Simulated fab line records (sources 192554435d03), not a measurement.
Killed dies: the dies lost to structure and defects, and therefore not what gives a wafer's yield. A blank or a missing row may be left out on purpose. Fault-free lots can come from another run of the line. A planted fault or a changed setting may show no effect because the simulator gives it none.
fab line records ; flow n5-finfet
record lots=10; wafers=29; last-day=17
route steps=1938 shown GATE_CUT@498 BEOL_M4@1111
lots that met no fault: from a run of the same line without faults
start-h: hours from the record's first day to the start of the lot's first wafer shown ; wait-h: hours since the lot's step before ; " as in the row above ; L1.1+2: a single row standing in for several wafers ; - no value, or no start was given ; * or withheld: withheld ; < > ~ a bound
route shown NAME@n: names a module that has steps shown in the file, with the first one's number in the route ; usual: mean/standard deviation taken from wafers without a fault ; same: alike in all rows ; chamber/n: place in a boat ; sites: the reading at each site ; _std_site: the values' standard deviation ; _edge_site: outer sites' mean less inner sites' ; radius-mm: how far each site lies from the wafer's centre ; mask NAME#n: copy n ; behind: the tool/chamber that last shaped the wafer ; hold: why the lot was held/for how many hours/how that ended ; device: the transistor (n, p or np) that didn't switch ; end of line: at the end of the route, the tests of the same wafers ; a step without rows: its recipe alone ; killed: at the first sort, the dies lost to defects and structure; wafer yield is something else ; map: a wafer's dies, marking killed ones x, the rest . and places with no die _
set.NAME: setting as actually run; set.NAME@STEP: the setting as run at that earlier step ; model.NAME: the simulator's own value behind a step, which no gauge read
the route's steps for a sample of lots (tables are steps, rows are wafers)
services: from which hour (start-h, from the record's first day; less than 0 if before it) a tool's chamber was out of use, for how many hours, and why
## steps
# step N5_GATE_CUT_STRIP_42
# recipe chemistry=O2; power-w=400; temp-c=40; pressure-mtorr=30; rf-frequency-hz=6e+07; bias-power-w=0; overash-fraction=0.3; o2-flow-sccm=225
# usual drypump-motor-current-A=5.84/0.26; oes-product-au=0.78/0.088; rf-vpp-V=3.7/0.5; showerhead-plenum-p-Torr=2.12/0.067; throttle-valve-pct=16.79/0.29
lot.wafer;tool;chamber;start-h;wait-h;drypump-motor-current-A;oes-product-au;rf-hours-counter-h;rf-vpp-V;showerhead-plenum-p-Torr;throttle-valve-pct
L502.3;rie-diel-04;3;88.51;0.0;5.45;0.75;184;4.5;2.09;16.88
L502.4;rie-diel-04;1;88.51;0.0;6.23;0.67;-;4.3;1.98;17.12
L502.5;rie-diel-04;3;88.51;0.0;5.48;0.75;-;3.3;2.09;16.89
L503.2;rie-diel-02;1;98.22;0.0;5.89;0.73;182;3.1;2.08;16.97
L503.4;rie-diel-02;0;98.22;0.0;6.11;0.78;135;3.2;2.11;16.87
L503.5;rie-diel-02;3;98.22;0.0;5.62;0.69;-;3.1;2.16;16.87
L504.1;rie-diel-04;0;105.49;0.0;5.84;0.79;127;4.0;2.19;16.97
L504.3;rie-diel-04;3;105.49;0.0;5.45;0.74;190;2.7;2.09;16.89
L504.5;rie-diel-04;2;105.49;0.0;5.77;0.97;-;3.5;2.06;16.01
L507.2;rie-diel-06;0;125.82;0.0;5.83;0.70;214;3.1;2.16;17.05
L507.3;rie-diel-06;3;125.82;0.0;6.17;0.84;66;4.4;2.04;16.74
L507.5;rie-diel-06;2;125.82;0.0;5.76;0.76;-;4.2;2.17;16.77
L510.1;rie-diel-04;1;140.99;0.0;6.26;0.99;9;4.1;2.24;16.71
L510.3;rie-diel-04;2;140.99;0.0;5.83;0.91;21;4.1;2.06;16.02
L510.4;rie-diel-04;1;140.99;0.0;6.26;0.98;-;3.2;2.24;16.71
L511.2;rie-diel-04;1;151.23;0.0;6.25;0.96;13;3.9;2.24;16.70
L511.5;rie-diel-04;1;151.23;0.0;6.24;0.96;-;3.9;2.24;16.71
L511.6;rie-diel-04;0;151.23;0.0;5.84;0.77;-;3.1;2.19;17.03
L512.3;rie-diel-06;0;159.51;0.0;5.85;0.69;226;3.9;2.16;17.08
L512.4;rie-diel-06;3;159.51;0.0;6.13;0.82;77;3.0;2.04;16.78
L512.6;rie-diel-06;1;159.51;0.0;5.96;0.71;-;2.7;2.17;16.80
L518.1;rie-diel-06;0;188.74;0.0;5.84;0.68;234;3.7;2.15;17.10
L518.2;rie-diel-06;1;188.74;0.0;5.97;0.69;244;4.1;2.16;16.83
L518.3;rie-diel-06;3;188.74;0.0;6.14;0.80;85;4.2;2.03;16.78
L522.2;rie-diel-06;3;212.64;0.0;6.14;0.81;92;3.5;2.03;16.79
L522.3;rie-diel-06;0;212.64;0.0;5.83;0.68;242;3.9;2.15;17.09
L524.4;rie-diel-06;2;220.67;0.0;5.76;0.72;192;3.5;2.16;16.81
L524.5;rie-diel-06;0;220.67;0.0;5.85;0.67;-;4.4;2.15;17.12
L524.6;rie-diel-06;1;220.67;0.0;5.96;0.71;-;4.5;2.16;16.83
# step N5_GATE_CUT_STRIP_21
# recipe chemistry=N2/H2; time-s=30; power-w=1000; temp-c=250; pressure-mtorr=withheld; n2-flow-sccm=1750; h2-flow-sccm=3250
# usual drypump-motor-current-A=5.66/0.19; heater-power-w=320/23
lot.wafer;tool;chamber;start-h;wait-h;drypump-motor-current-A;heater-power-w;rf-hours-counter-h
L502.3;plasma-asher-02;0;88.97;0.1;5.64;282;-
L502.4;plasma-asher-02;1;88.97;0.1;5.99;347;-
L502.5;plasma-asher-02;0;88.97;0.1;5.63;290;-
L503.2;plasma-asher-01;0;98.66;0.0;5.45;332;88
L503.4;plasma-asher-01;0;98.66;0.0;5.45;317;-
L503.5;plasma-asher-01;1;98.66;0.0;5.60;328;-
L504.1;plasma-asher-02;0;105.93;0.0;5.63;280;48
L504.3;plasma-asher-02;0;105.93;0.0;5.63;283;-
L504.5;plasma-asher-02;1;105.93;0.0;6.00;354;-
L507.2;plasma-asher-02;1;126.26;0.0;5.98;355;52
L507.3;plasma-asher-02;1;126.26;0.0;5.99;345;-
L507.5;plasma-asher-02;1;126.26;0.0;5.96;345;-
L510.1;plasma-asher-01;0;141.43;0.0;5.44;322;95
L510.3;plasma-asher-01;0;141.43;0.0;5.44;327;-
L510.4;plasma-asher-01;1;141.43;0.0;5.60;324;-
L511.2;plasma-asher-01;1;151.67;0.0;5.60;323;96
L511.5;plasma-asher-01;1;151.67;0.0;5.61;319;-
L511.6;plasma-asher-01;0;151.67;0.0;5.43;324;-
L512.3;plasma-asher-02;1;159.97;0.1;5.99;357;-
L512.4;plasma-asher-02;0;159.97;0.1;5.63;283;-
L512.6;plasma-asher-02;0;159.97;0.1;5.62;279;-
L518.1;plasma-asher-02;0;189.18;0.0;5.65;283;67
L518.2;plasma-asher-02;1;189.18;0.0;6.00;348;67
L518.3;plasma-asher-02;1;189.18;0.0;6.01;352;-
L522.2;plasma-asher-01;0;214.01;0.3;5.42;339;111
L522.3;plasma-asher-01;0;214.01;0.3;5.40;318;-
L524.4;plasma-asher-02;1;221.13;0.1;5.96;355;-
L524.5;plasma-asher-02;1;221.13;0.1;5.98;347;-
L524.6;plasma-asher-02;0;221.13;0.1;5.62;277;-
# step N5_GATE_CUT_ALD_22
# recipe material=SiNx; target-thk-a=160; temp-c=400; ald-precursor-family=SiH2I2; ald-co-reactant=N2/H2-plasma; pulse-time-s=1; ald-cycles=320; purge-time-s=2; co-reactant-purge-time-s=2; pressure-torr=2
# usual ald-cycles=320/0; heater-power-w=856/150; precursor-pulse-height-rel=1.001/0.019
lot.wafer;tool;chamber;start-h;wait-h;ald-cycles;heater-power-w;precursor-pulse-height-rel
L502.3;ald-sin-01;1;89.10;0.0;320;747;0.975
L502.4;ald-sin-01;2;89.10;0.0;320;765;1.035
L502.5;ald-sin-01;0;89.10;0.0;320;710;0.982
L503.2;ald-sin-02;2;102.27;3.5;320;1070;1.028
L503.4;ald-sin-02;0;102.27;3.5;320;798;1.008
L503.5;ald-sin-02;2;102.27;3.5;320;1060;1.038
L504.1;ald-sin-02;1;106.09;0.0;320;817;0.995
L504.3;ald-sin-02;2;106.09;0.0;320;1075;0.984
L504.5;ald-sin-02;2;106.09;0.0;320;1087;1.038
L507.2;ald-sin-02;2;126.60;0.2;320;1093;1.007
L507.3;ald-sin-02;1;126.60;0.2;320;824;1.003
L507.5;ald-sin-02;1;126.60;0.2;320;814;1.001
L510.1;ald-sin-01;1;141.58;0.0;320;723;0.998
L510.3;ald-sin-01;3;141.58;0.0;320;1161;0.982
L510.4;ald-sin-01;2;141.58;0.0;320;777;1.024
L511.2;ald-sin-01;0;152.68;0.9;320;719;0.999
L511.5;ald-sin-01;2;152.68;0.9;320;777;1.014
L511.6;ald-sin-01;3;152.68;0.9;320;1161;0.994
L512.3;ald-sin-02;2;160.10;0.0;320;1064;0.983
L512.4;ald-sin-02;0;160.10;0.0;320;811;0.963
L512.6;ald-sin-02;0;160.10;0.0;320;805;0.959
L518.1;ald-sin-01;1;189.38;0.1;320;775;1.022
L518.2;ald-sin-01;3;189.38;0.1;320;1167;0.980
L518.3;ald-sin-01;0;189.38;0.1;406;728;1.007
L522.2;ald-sin-01;0;214.18;0.0;320;742;1.029
L522.3;ald-sin-01;3;214.18;0.0;406;1157;1.005
L524.4;ald-sin-02;3;221.26;0.0;320;829;0.990
L524.5;ald-sin-02;3;221.26;0.0;320;857;0.995
L524.6;ald-sin-02;0;221.26;0.0;320;812;1.020
# step N5_GATE_CUT_INSPECT_26
# recipe inspect-instrument=darkfield; mode=post-cmp
# usual raw-defect-count=43/16
lot.wafer;tool;chamber;start-h;wait-h;raw-defect-count
L502.3;defect-inspect-01;-;91.63;0.0;57
L502.4;defect-inspect-01;-;91.63;0.0;45
L502.5;defect-inspect-01;-;91.63;0.0;48
L503.2;defect-inspect-01;-;104.79;0.0;21
L503.4;defect-inspect-01;-;104.79;0.0;65
L503.5;defect-inspect-01;-;104.79;0.0;29
L504.1;defect-inspect-01;-;108.74;0.0;22
L504.3;defect-inspect-01;-;108.74;0.0;23
L504.5;defect-inspect-01;-;108.74;0.0;36
L507.2;defect-inspect-01;-;129.13;0.0;44
L507.3;defect-inspect-01;-;129.13;0.0;49
L507.5;defect-inspect-01;-;129.13;0.0;50
L510.1;defect-inspect-02;-;144.11;0.0;44
L510.3;defect-inspect-02;-;144.11;0.0;57
L510.4;defect-inspect-02;-;144.11;0.0;49
L511.2;defect-inspect-01;-;155.21;0.0;61
L511.5;defect-inspect-01;-;155.21;0.0;29
L511.6;defect-inspect-01;-;155.21;0.0;28
L512.3;defect-inspect-01;-;162.63;0.0;26
L512.4;defect-inspect-01;-;162.63;0.0;28
L512.6;defect-inspect-01;-;162.63;0.0;39
L518.1;defect-inspect-02;-;191.90;0.0;35
L518.2;defect-inspect-02;-;191.90;0.0;60
L518.3;defect-inspect-02;-;191.90;0.0;52
L522.2;defect-inspect-02;-;216.71;0.0;61
L522.3;defect-inspect-02;-;216.71;0.0;37
L524.4;defect-inspect-01;-;223.79;0.0;42
L524.5;defect-inspect-01;-;223.79;0.0;47
L524.6;defect-inspect-01;-;223.79;0.0;33
# step N5_BEOL_M4_RC_MEAS_101
# usual DIBL_N=36.3/1.4; DIBL_P=35.7/1.5; IOFF_N=0.155/0.022; IOFF_P=0.204/0.027; ION_N=671/9; ION_P=459/6.2; SS_N=71.5/0.54; SS_P=73.1/0.56; VT_N=250.2/2.6; VT_P=-251/3.3
lot.wafer;tool;chamber;start-h;wait-h;DIBL_N[mV/V];DIBL_P[mV/V];IOFF_N[nA/um];IOFF_P[nA/um];ION_N[uA/um];ION_P[uA/um];SS_N[mV/dec];SS_P[mV/dec];VT_N[mV];VT_P[mV]
L502.3;prober-02;0;183.83;0.3;37.2;36.6;0.163;0.231;675;466;71.6;73.9;247.0;-247
L502.4;prober-02;0;183.83;0.3;35.4;34.2;0.129;0.187;664;461;70.4;73.0;253.1;-248
L502.5;prober-02;0;183.83;0.3;34.5;32.8;0.117;0.180;659;458;70.5;72.1;252.6;-250
L503.2;prober-01;0;186.80;0.2;35.3;35.6;0.162;0.216;677;466;71.7;73.3;247.9;-248
L503.4;prober-01;0;186.80;0.2;35.4;35.4;0.156;0.221;663;462;71.7;73.4;249.2;-249
L503.5;prober-01;0;186.80;0.2;34.2;33.7;0.144;0.187;671;457;70.8;72.3;250.9;-251
L504.1;prober-02;0;189.13;0.0;35.0;34.9;0.137;0.171;663;453;70.7;72.3;250.8;-255
L504.3;prober-02;0;189.13;0.0;36.4;36.8;0.176;0.195;682;464;71.5;73.4;245.6;-254
L504.5;prober-02;0;189.13;0.0;38.2;38.8;0.212;0.222;686;456;71.1;73.6;243.2;-252
L507.2;prober-01;0;209.97;0.2;39.1;38.6;0.197;0.257;682;466;72.3;73.6;247.3;-245
L507.3;prober-01;0;209.97;0.2;38.6;37.1;0.182;0.242;665;454;71.6;74.0;248.6;-246
L507.5;prober-01;0;209.97;0.2;38.9;37.1;0.195;0.238;678;458;73.4;73.4;250.4;-249
L510.1;prober-01;0;232.23;0.0;34.8;33.3;0.128;0.189;669;468;72.3;73.1;252.8;-247
L510.3;prober-01;0;232.23;0.0;36.0;35.0;0.153;0.218;679;465;71.9;72.9;248.1;-248
L510.4;prober-01;0;232.23;0.0;36.4;35.6;0.152;0.225;662;464;71.5;72.9;250.0;-247
L511.2;prober-01;0;238.25;0.2;37.1;37.5;0.163;0.199;676;461;72.0;73.3;248.6;-251
L511.5;prober-01;0;238.25;0.2;36.2;36.3;0.154;0.191;679;459;71.6;73.1;250.6;-253
L511.6;prober-01;0;238.25;0.2;36.8;37.2;0.159;0.209;664;455;71.5;73.6;250.3;-253
L512.3;prober-01;0;240.33;0.3;38.0;37.9;0.180;0.227;677;463;71.9;73.6;247.7;-250
L512.4;prober-01;0;240.33;0.3;35.7;35.1;0.140;0.175;677;456;71.7;73.2;252.3;-255
L512.6;prober-01;0;240.33;0.3;35.8;35.1;0.141;0.172;655;449;71.4;72.9;253.1;-254
L518.1;prober-01;0;279.97;0.0;38.2;37.2;0.163;0.226;675;460;71.5;73.5;251.9;-251
L518.2;prober-01;0;279.97;0.0;39.4;38.3;0.194;0.262;683;467;71.7;74.3;246.3;-248
L518.3;prober-01;0;279.97;0.0;39.5;38.6;0.190;0.259;674;469;72.0;74.2;247.1;-249
L522.2;prober-02;0;294.24;0.2;37.1;36.6;0.183;0.232;679;465;71.5;72.9;246.5;-248
L522.3;prober-02;0;294.24;0.2;36.2;35.7;0.157;0.210;667;458;71.2;72.2;250.3;-249
L524.4;prober-01;0;307.64;0.5;35.3;34.7;0.137;0.179;669;460;71.7;72.8;250.5;-255
L524.5;prober-01;0;307.64;0.5;37.3;35.9;0.166;0.192;671;452;71.9;72.1;249.3;-252
L524.6;prober-01;0;307.64;0.5;35.1;34.5;0.135;0.178;668;457;71.5;72.3;253.9;-253
## services
tool;chamber;start-h;hours;kind
ald-sin-02;-;85.37;14.0;pm
ald-sin-02;0;85.37;14.0;vent-cycle
ald-sin-02;1;85.37;14.0;vent-cycle
ald-sin-02;2;85.37;14.0;vent-cycle
ald-sin-02;3;85.37;14.0;vent-cycle
rie-diel-04;2;86.03;7.0;repair
ald-sin-02;0;99.37;-;clean
ald-sin-02;1;99.37;-;clean
ald-sin-02;2;99.37;-;clean
ald-sin-02;3;99.37;-;clean
rie-diel-04;1;100.17;-;clean
rie-diel-04;1;100.17;-;consumable-replace:focus-ring
rie-diel-04;1;100.17;-;consumable-replace:showerhead
rie-diel-04;1;100.17;13.7;scheduled-down
rie-diel-04;1;100.17;13.7;vent-cycle
plasma-asher-01;-;133.07;2.8;pm
rie-diel-06;1;133.57;9.6;repair
rie-diel-04;3;137.47;4.1;repair
plasma-asher-02;-;141.78;0.4;repair
plasma-asher-01;-;142.27;1.8;repair
rie-diel-04;2;146.42;8.2;repair
rie-diel-04;-;173.81;2.7;repair
plasma-asher-02;-;204.01;14.6;pm
rie-diel-02;3;220.00;-;clean
## key
first-sign step=N5_GATE_CUT_ALD_22; reading=ald-cycles; direction=up; sigmas=99+; usual=*; struck=*
effect none on later readings
met-at N5_GATE_CUT_ALD_22
struck-lots L518,L522
struck-wafers L518.3,L522.3
not-acting-at N5_GATE_CUT_STRIP_42,N5_GATE_CUT_STRIP_21,N5_GATE_CUT_INSPECT_26
onset-between 152.68 189.38
fault kind=process-parameter-drift; tool=ald-sin-01; chamber=-; onset-h=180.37; steps=N5_GATE_CUT_ALD_22; channel=ald-cycles; offset=*; shape=step; end-h=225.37; scope=struck-wafers-only; acts-in=*; stated=*
